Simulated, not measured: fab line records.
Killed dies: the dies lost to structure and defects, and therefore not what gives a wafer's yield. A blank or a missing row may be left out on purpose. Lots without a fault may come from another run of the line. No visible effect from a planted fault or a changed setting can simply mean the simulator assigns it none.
Which tool was responsible?    flow n5Finfet    12 lots with 36 wafers sampled at 2 steps, on a route of 1938 steps

== WHAT EACH GAUGE READ, for each wafer ==
N5_SD_EPI_N_INSPECT_26: inspects for defects (darkfield).
lot   measured     on                rawDefectCount
L075  day 3 13:05  defectInspect-02  194 195 223
L077  day 3 22:25  defectInspect-01  203 182 167
L079  day 4 12:15  defectInspect-01  240 200 285
L081  day 4 23:21  defectInspect-02  168 140 158
L083  day 5 11:28  defectInspect-02  202 192 179
L085  day 5 21:38  defectInspect-01  237 149 204
L087  day 6 12:29  defectInspect-02  314 231 310
L089  day 7 00:23  defectInspect-02  148 193 178
L091  day 7 11:34  defectInspect-02  158 215 196
L093  day 8 00:10  defectInspect-01  174 208 248
L095  day 8 09:20  defectInspect-01  253 199 205
L097  day 9 01:26  defectInspect-01  281 235 182

== EACH LOT AND THE TOOL THAT RAN IT (in order: tool; ch and the chambers of the sampled wafers; start) ==
lot   N5_SD_EPI_N_VAPOR_ETCH_50
L075  epiRpcvd-03 ch 0, day 3 10:38
L077  epiRpcvd-01 ch 0, day 3 19:23
L079  epiRpcvd-03 ch 0, day 4 09:48
L081  epiRpcvd-01 ch 0, day 4 20:56
L083  epiRpcvd-03 ch 0, day 5 09:04
L085  epiRpcvd-02 ch 0, day 5 19:09
L087  epiRpcvd-02 ch 0, day 6 10:02
L089  epiRpcvd-02 ch 0, day 6 21:58
L091  epiRpcvd-03 ch 0, day 7 09:02
L093  epiRpcvd-03 ch 0, day 7 21:42
L095  epiRpcvd-02 ch 0, day 8 06:49
L097  epiRpcvd-01 ch 0, day 8 22:59
- N5_SD_EPI_N_VAPOR_ETCH_50: etches Si in HCl, time 54 s.

== THE ANSWER, worked out from the rows above alone ==
Rule: the usual values come from the lots themselves. Put in order of their means at a reading, lots are off if they are a third of the lots or fewer, leave a main group of 4 or more, and stand apart from it by a gap of 3 or more times the standard deviation of the main group's means; of several such gaps the widest counts. Not used: any main group whose means are identical at the precision the tables above print for the reading. A lot without any number at a reading at which 4 lots or more have one is off too. The other lots that the step has rows for count as sound.
No lot is off on any of the readings shown, so nothing can be concluded from this.

== WHAT THE SIMULATOR HAD PUT IN ==
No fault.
